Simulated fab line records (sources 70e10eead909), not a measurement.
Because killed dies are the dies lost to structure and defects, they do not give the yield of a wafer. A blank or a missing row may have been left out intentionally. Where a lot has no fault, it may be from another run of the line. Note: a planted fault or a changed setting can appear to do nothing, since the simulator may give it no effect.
fab line records	flow nand_harc
record lots=5	wafers=15	last_day=29
route steps=1159 shown A_M1@1032 END@1159
lots untouched by any fault: they come from a run of this same line in which no faults occurred
start_h: hours from the record's first day to the start of the lot's first wafer shown	wait_h: how many hours have passed since the lot's step before this one	" the same as in the row above	L1.1+2: one row covering several wafers at once	- no value, or no start given	* or withheld: withheld	< > ~ a bound
route shown NAME@n: NAME is a module with steps in the file, n the number in the route of the first one	usual: the fault-free wafers' mean and standard deviation	same: alike in all rows	chamber/n: place in a boat	sites: each site's reading	_std_site: the values' standard deviation	_edge_site: mean of outer sites minus mean of inner sites	radius_mm: for every site, how far away it sits from the centre of the wafer	mask NAME#n: copy n	behind: the last tool/chamber to shape the wafer	hold: why the lot was held/for how many hours/how that ended	device: which transistor (n, p or np) failed to switch	end of line: tests run on the same wafers once the route is complete	a step given without rows: its recipe and nothing more	killed: count of dies lost to structure and defects at first sort (not the wafer's yield)	map: per-die view of a wafer (x killed, . not killed, _ where there is no die)
set.NAME: the setting the step ran with; set.NAME@STEP: the setting that earlier step ran with	model.NAME: the simulator's own value behind a step, which no gauge read
a table for each step, a row for each wafer; lots at some steps of the route
services: the hour from which a tool's chamber was out of use, counted from the record's first day as start_h (under 0 if before that day), plus the number of hours and why
## steps
# step NHARC_A_M1_EBR_05
# step NHARC_A_M1_EXPOSE_06
# recipe na=1.35	target_cd_nm=120	dose_mj=75.13	mask_id=A_M1
# step NHARC_A_M1_PEB_07
# recipe peb_temp_c=100	peb_time_s=65
# step NHARC_A_M1_DEVELOP_08
# recipe develop_time_s=35	dev_temp_c=23
# step NHARC_A_M1_CD_MEAS_09
# recipe target_cd_nm=120	landing_energy_ev=500
# usual cd_nm=120.1/0.54
# same landing_energy_ev=500
lot.wafer	tool	chamber	start_h	wait_h	cd_nm
L164.2	cd_sem-03	0	539.95	-	120.6
L164.3	"	0	"	"	121.8
L164.4	"	0	"	"	121.1
L169.1	cd_sem-03	0	552.90	-	119.9
L169.2	"	0	"	"	120.8
L169.3	"	0	"	"	120.3
L179.1	cd_sem-03	0	584.56	-	120.9
L179.3	"	0	"	"	120.1
L179.6	"	0	"	"	119.1
L187.3	cd_sem-01	0	616.38	-	120.0
L187.4	"	0	"	"	120.3
L187.5	"	0	"	"	120.5
L186.2	cd_sem-02	0	617.64	-	120.4
L186.3	"	0	"	"	120.4
L186.6	"	0	"	"	120.0
# step NHARC_A_M1_OVL_MEAS_10
# recipe pitch_nm=240
# usual overlay_x_nm=0.1/0.72	overlay_y_nm=0.4/0.83
lot.wafer	tool	chamber	start_h	wait_h	overlay_x_nm	overlay_y_nm
L164.2	overlay-01	-	540.03	-	-1.1	1.5
L164.3	"	-	"	"	-1.1	1.4
L164.4	"	-	"	"	-1.2	1.7
L169.1	overlay-02	-	552.99	-	-0.3	-0.4
L169.2	"	-	"	"	0.3	-0.5
L169.3	"	-	"	"	0.0	-0.7
L179.1	overlay-01	-	584.65	-	-0.3	0.9
L179.3	"	-	"	"	-0.5	0.2
L179.6	"	-	"	"	-0.3	1.1
L187.3	overlay-02	-	616.47	-	0.4	0.1
L187.4	"	-	"	"	0.2	-0.2
L187.5	"	-	"	"	0.5	-0.3
L186.2	overlay-01	-	617.73	-	-0.4	-0.1
L186.3	"	-	"	"	-0.5	-0.2
L186.6	"	-	"	"	0.2	-0.3
# step NHARC_A_M1_INSPECT_11
# usual raw_defect_count=32/15
lot.wafer	tool	chamber	start_h	wait_h	raw_defect_count
L164.2	defect_inspect-01	-	540.08	0.1	31
L164.3	"	-	"	"	37
L164.4	"	-	"	"	29
L169.1	defect_inspect-02	-	553.02	0.0	12
L169.2	"	-	"	"	19
L169.3	"	-	"	"	12
L179.1	defect_inspect-02	-	584.69	0.0	36
L179.3	"	-	"	"	33
L179.6	"	-	"	"	38
L187.3	defect_inspect-01	-	616.51	0.0	25
L187.4	"	-	"	"	20
L187.5	"	-	"	"	13
L186.2	defect_inspect-02	-	617.77	0.0	38
L186.3	"	-	"	"	47
L186.6	"	-	"	"	36
# step NHARC_A_M1_DESCUM_14
# recipe time_s=3	o2_flow_sccm=200	ar_flow_sccm=0	bias_power_w=0	chemistry=O2
# usual drypump_motor_current_A=5.6/0.53	oes_product_au=0.999/0.0097	rf_vpp_V=57.8/0.98	showerhead_plenum_p_Torr=1.90/0.1	throttle_valve_pct=11.311/0.0093
lot.wafer	tool	chamber	start_h	wait_h	drypump_motor_current_A	oes_product_au	rf_hours_counter_h	rf_vpp_V	showerhead_plenum_p_Torr	throttle_valve_pct
L164.2	rie_diel-13	3	540.14	0.1	6.4	1.003	4	57.7	1.78	11.313
L164.4	"	1	"	"	5.0	1.008	3	58.4	1.80	11.316
L164.3	"	2	"	"	5.7	0.998	4	57.7	2.04	11.315
L169.2	rie_diel-02	3	553.09	0.1	5.0	0.995	1	58.3	1.82	11.314
L169.3	"	1	"	"	6.2	0.994	1	59.1	1.98	11.301
L169.1	"	2	"	"	4.7	0.999	1	58.4	1.85	11.307
L179.3	rie_diel-10	3	584.75	0.1	4.8	0.986	3	56.0	1.78	11.311
L179.1	"	2	"	"	5.6	0.978	4	58.1	2.02	11.304
L179.6	"	3	"	"	4.8	0.987	-	57.3	1.78	11.307
L187.4	rie_diel-10	3	616.58	0.1	4.8	0.997	8	56.6	1.78	11.318
L187.3	"	0	"	"	5.9	1.009	7	56.9	1.92	11.320
L187.5	"	1	"	"	5.3	1.008	-	56.4	1.97	11.311
L186.2	rie_diel-10	1	617.83	0.1	5.2	1.003	7	58.5	1.97	11.308
L186.3	"	3	"	"	4.8	0.996	8	56.5	1.78	11.324
L186.6	"	0	"	"	5.9	1.005	-	56.2	1.92	11.317
# step NHARC_A_M1_ETCH_35
# recipe target_depth_a=400	overetch_a=120	time_s=43.94	ion_energy_ev=200	n2_flow_sccm=150	h2_flow_sccm=150	ar_flow_sccm=0	rf_w=400	bias_w=150	chemistry=N2/H2
# usual drypump_motor_current_A=5.6/0.55	h2_flow_sccm=150.0/0.44	oes_product_au=0.998/0.01	rf_vpp_V=430/3.2	run_length_s=65.2/0.33	showerhead_plenum_p_Torr=2.02/0.11	throttle_valve_pct=14.172/0.01
lot.wafer	tool	chamber	start_h	wait_h	drypump_motor_current_A	h2_flow_sccm	oes_product_au	rf_hours_counter_h	rf_vpp_V	run_length_s	showerhead_plenum_p_Torr	throttle_valve_pct
L164.3	rie_diel-13	2	540.23	0.1	5.7	149.9	0.995	4	435	64.7	2.18	14.175
L164.4	"	3	"	"	6.4	149.1	0.989	4	426	65.2	1.90	14.177
L164.2	"	1	"	"	5.1	150.2	0.995	3	426	64.8	1.92	14.177
L169.3	rie_diel-02	3	553.17	0.1	5.0	149.3	0.994	1	428	65.3	1.94	14.172
L169.1	"	0	"	"	5.7	149.3	1.023	1	433	65.7	2.18	14.173
L169.2	"	1	"	"	6.3	150.0	1.006	1	431	65.8	2.11	14.176
L179.1	rie_diel-10	3	584.83	0.1	4.8	149.3	0.992	3	426	65.2	1.89	14.186
L179.3	"	2	"	"	5.7	149.2	0.993	4	435	65.1	2.16	14.170
L179.6	"	0	"	"	5.9	150.2	1.006	-	430	65.0	2.05	14.176
L187.4	rie_diel-10	3	616.65	0.1	4.8	150.3	0.990	8	427	65.1	1.89	14.167
L187.3	"	0	"	"	5.9	150.5	1.006	7	431	65.4	2.05	14.176
L187.5	"	3	"	"	4.8	150.5	0.993	-	426	65.4	1.89	14.189
L186.2	rie_diel-10	3	617.92	0.1	4.8	150.1	0.986	8	426	64.9	1.89	14.170
L186.3	"	1	"	"	5.3	149.6	1.001	7	431	65.0	2.11	14.176
L186.6	"	3	"	"	4.8	150.2	0.989	-	426	65.3	1.89	14.187
# step NHARC_A_M1_ETCH_15
# recipe target_depth_a=1825	time_s=91.2	c4f8_flow_sccm=withheld	ar_flow_sccm=400	rf_w=600	bias_w=300	chemistry=C4F8/Ar
# usual oes_product_au=0.959/0.02	rf_vpp_V=440/3.2	run_length_s=112.4/0.37
lot.wafer	tool	chamber	start_h	wait_h	oes_product_au	rf_hours_counter_h	rf_vpp_V	run_length_s
L164.3	rie_diel-13	1	-	-	0.970	3	438	112.1
L164.4	"	2	"	"	0.973	4	445	112.3
L164.2	"	3	"	"	0.965	4	437	112.5
L169.3	rie_diel-02	2	-	-	0.985	1	438	113.0
L169.1	"	0	"	"	0.980	1	444	112.3
L169.2	"	1	"	"	0.974	1	443	112.7
L179.3	rie_diel-10	3	-	-	0.962	3	436	113.1
L179.1	"	0	"	"	0.973	3	441	112.3
L179.6	"	1	"	"	0.965	-	442	111.9
L187.4	rie_diel-10	1	-	-	0.960	7	441	111.8
L187.3	"	2	"	"	0.963	9	444	112.9
L187.5	"	0	"	"	0.984	-	442	112.6
L186.2	rie_diel-10	1	-	-	0.955	7	443	112.0
L186.3	"	3	"	"	0.965	8	435	112.3
L186.6	"	1	"	"	0.956	-	443	111.9
# step NHARC_A_M1_CD_MEAS_16
# usual cd_nm=120.1/0.72
lot.wafer	tool	chamber	start_h	wait_h	cd_nm
L164.2	cd_sem-03	-	540.45	-	120.6
L164.3	"	-	"	"	121.7
L164.4	"	-	"	"	121.2
L169.1	cd_sem-03	-	553.39	-	120.2
L169.2	"	-	"	"	119.6
L169.3	"	-	"	"	119.5
L179.1	cd_sem-02	-	585.05	-	121.0
L179.3	"	-	"	"	120.6
L179.6	"	-	"	"	119.2
L187.3	cd_sem-01	-	616.88	-	119.1
L187.4	"	-	"	"	120.6
L187.5	"	-	"	"	120.4
L186.2	cd_sem-02	-	618.13	-	119.3
L186.3	"	-	"	"	120.6
L186.6	"	-	"	"	120.4
# step NHARC_A_M1_STRIP_18
# recipe power_w=1000	n2_flow_sccm=150	h2_flow_sccm=150	ar_flow_sccm=0	bias_w=0	chemistry=N2/H2
# usual drypump_motor_current_A=5.5/0.54	h2_flow_sccm=150.0/0.46	oes_product_au=1.002/0.011	rf_vpp_V=90.7/1.1	showerhead_plenum_p_Torr=2.03/0.11	throttle_valve_pct=14.172/0.0093
lot.wafer	tool	chamber	start_h	wait_h	drypump_motor_current_A	h2_flow_sccm	oes_product_au	rf_hours_counter_h	rf_vpp_V	showerhead_plenum_p_Torr	throttle_valve_pct
L164.2	rie_diel-02	2	540.53	0.1	4.8	149.9	1.013	0.6	89.6	1.97	14.154
L164.3	"	3	"	"	5.0	150.0	1.009	0.6	90.5	1.94	14.163
L164.4	"	0	"	"	5.8	149.5	1.021	-	91.9	2.18	14.188
L169.2	rie_diel-10	2	553.47	0.1	5.7	149.2	1.001	1.5	92.7	2.16	14.186
L169.1	"	3	"	"	4.8	149.8	0.986	1.3	90.7	1.89	14.182
L169.3	"	0	"	"	5.9	151.1	1.010	1.0	90.0	2.05	14.173
L179.1	rie_diel-10	1	585.16	0.1	5.3	150.3	0.998	3.7	91.7	2.11	14.163
L179.3	"	3	"	"	4.8	150.3	0.986	3.5	90.4	1.89	14.175
L179.6	"	1	"	"	5.3	150.2	0.995	-	90.9	2.11	14.180
L187.3	rie_diel-13	0	616.94	0.1	6.3	150.6	1.006	9.1	88.7	1.90	14.166
L187.4	"	2	"	"	5.7	150.3	1.020	10.1	91.1	2.18	14.186
L187.5	"	1	"	"	5.1	150.1	1.011	-	89.2	1.92	14.153
L186.2	rie_diel-02	1	618.26	0.1	6.3	150.1	1.007	1.8	90.5	2.11	14.164
L186.3	"	2	"	"	4.8	150.6	1.010	3.1	88.9	1.97	14.179
L186.6	"	0	"	"	5.7	150.1	1.017	-	90.4	2.18	14.181
# step NHARC_A_M1_ETCH_28
# recipe target_depth_a=300	over_etch_frac=0.3	time_s=72.99	ion_energy_ev=150	cf4_flow_sccm=50	n2_flow_sccm=100	ar_flow_sccm=150	rf_w=300	bias_w=100	chemistry=CF4/N2
# usual drypump_motor_current_A=5.5/0.53	oes_product_au=1.002/0.011	rf_vpp_V=314.1/2.4	run_length_s=94.2/0.4	showerhead_plenum_p_Torr=2.61/0.14	throttle_valve_pct=19.794/0.0086
lot.wafer	tool	chamber	start_h	wait_h	drypump_motor_current_A	oes_product_au	rf_hours_counter_h	rf_vpp_V	run_length_s	showerhead_plenum_p_Torr	throttle_valve_pct
L164.3	rie_diel-02	3	540.83	-	5.1	1.008	0.6	310.9	94.2	2.51	19.793
L164.2	"	0	"	"	5.7	1.026	0.7	316.9	94.3	2.79	19.797
L164.4	"	2	"	"	4.8	1.006	-	314.7	95.1	2.54	19.809
L169.3	rie_diel-10	2	553.71	-	5.6	0.997	1.6	314.7	94.3	2.77	19.788
L169.1	"	3	"	"	4.8	0.974	1.3	311.4	94.4	2.45	19.799
L169.2	"	0	"	"	5.9	0.998	1.1	314.5	93.9	2.64	19.796
L179.3	rie_diel-10	2	585.37	-	5.7	0.990	4.1	316.7	94.2	2.76	19.803
L179.1	"	0	"	"	5.9	1.006	3.2	314.6	94.7	2.64	19.800
L179.6	"	3	"	"	4.8	0.996	-	311.3	77.0	2.45	19.807
L187.4	rie_diel-13	3	617.19	-	6.5	1.002	10.3	310.8	94.2	2.45	19.801
L187.3	"	1	"	"	5.1	1.020	8.5	311.3	94.0	2.48	19.779
L187.5	"	3	"	"	6.5	1.014	-	311.4	94.0	2.45	19.795
L186.2	rie_diel-02	1	618.45	-	6.2	1.001	1.8	315.4	94.3	2.71	19.790
L186.3	"	3	"	"	5.1	1.018	3.2	311.0	94.2	2.50	19.792
L186.6	"	1	"	"	6.2	0.996	-	316.0	94.6	2.70	19.795
# step NHARC_A_M1_STRIP_19
# recipe time_s=600	temp_c=30	chemistry=post_etch_residue_remover
# step NHARC_END_SORT_01
# recipe temp_c=25
# usual defect_limited_yield=95.1/1.7	killed_at_array=29/11	killed_at_other=0.5/0.85	killed_at_periphery=3.0/2.3	killed_dies=33/12	killed_open=3.3/1.9	killed_short=2.0/1.5	sort_bin_2_pct=1.5/0.66	sort_bin_3_pct=0.25/0.21	sort_bin_4_pct=3.1/1.2	sort_n_pass=644/12	sort_rim_yield_pct=96.7/2	sort_yield_pct=95.1/1.7
# same gross_dies=677	sort_bin_5_pct[%]=0	sort_bin_6_pct[%]=0	sort_bin_7_pct[%]=0	sort_bin_8_pct[%]=0	sort_rim_n_gross=106.00
lot.wafer	tool	chamber	start_h	wait_h	defect_limited_yield[%]	killed_at_array	killed_at_other	killed_at_periphery	killed_dies	killed_open	killed_short	sort_bin_2_pct[%]	sort_bin_3_pct[%]	sort_bin_4_pct[%]	sort_n_pass	sort_rim_yield_pct[%]	sort_yield_pct[%]
L186.2	prober-02	0	686.26	2.8	94.4	33	0	5	38	4	1	1.5	0.30	3.8	639	92.5	94.4
L186.3	prober-02	0	687.06	3.1	95.0	33	0	1	34	1	0	2.1	0.44	2.5	643	97.2	95.0
L186.6	prober-02	0	689.44	4.0	95.1	30	0	3	33	1	1	1.2	0.44	3.2	644	97.2	95.1
# killed by level:class
L186.2 A_SLIT:chamber_film_flake=13 A_CHANNEL_HOLE_D1:chamber_film_flake=9 A_CONTACT:chamber_film_flake=4 A_WL_FILL:chamber_film_flake=2 P_CONTACT:geometric_particle:open=1 P_M1:geometric_particle:open=1 A_ONON_D1:geometric_particle:short=1 A_CONTACT:geometric_particle:open=1
L186.3 A_SLIT:chamber_film_flake=19 A_CHANNEL_HOLE_D1:chamber_film_flake=7 A_STAIRCASE:chamber_film_flake=2 A_CONTACT:unspecified=2 A_WL_FILL:geometric_particle:open=1 P_STI:chamber_film_flake=1 A_CHANNEL_FILL_D1:chamber_film_flake=1 A_CONTACT:chamber_film_flake=1
L186.6 A_SLIT:chamber_film_flake=20 P_STI:chamber_film_flake=3 A_STAIRCASE:chamber_film_flake=3 A_CHANNEL_HOLE_D1:chamber_film_flake=2 A_CONTACT:chamber_film_flake=2 A_SOURCE_PLATE:geometric_particle:short=1 A_CONTACT:geometric_particle:open=1 A_CHANNEL_FILL_D1:chamber_film_flake=1
## services
tool	chamber	start_h	hours	kind
rie_diel-10	-	530.50	9.0	pm
rie_diel-10	0	530.50	9.0	vent_cycle
rie_diel-10	1	530.50	9.0	vent_cycle
rie_diel-10	2	530.50	9.0	vent_cycle
rie_diel-10	3	530.50	9.0	vent_cycle
rie_diel-02	-	532.85	1.0	repair
rie_diel-10	0	539.50	-	clean
rie_diel-10	1	539.50	-	clean
rie_diel-10	2	539.50	-	clean
rie_diel-10	3	539.50	-	clean
rie_diel-13	-	542.14	0.3	repair
rie_diel-02	2	546.91	3.0	repair
rie_diel-02	0	557.79	8.5	repair
rie_diel-10	0	564.00	-	clean
rie_diel-10	1	564.00	-	clean
rie_diel-10	2	564.00	-	clean
rie_diel-10	3	564.00	-	clean
rie_diel-02	1	576.62	20.7	repair
rie_diel-10	0	588.50	-	clean
rie_diel-10	1	588.50	-	clean
rie_diel-10	2	588.50	-	clean
rie_diel-10	3	588.50	-	clean
rie_diel-10	1	601.31	6.1	repair
rie_diel-10	0	613.00	-	clean
## key
first_sign step=NHARC_A_M1_ETCH_28	reading=run_length_s	direction=down	sigmas=43	usual=*	struck=*
effect none on later readings
met_at NHARC_A_M1_ETCH_28
struck_wafers L179.6
onset_between 553.71 585.37
fault kind=process_parameter_drift	tool=rie_diel-10	chamber=-	onset_h=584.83	steps=NHARC_A_M1_ETCH_28	channel=time_s	offset=*	shape=step	end_h=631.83	scope=struck_wafers_only	acts_in=*	stated=*
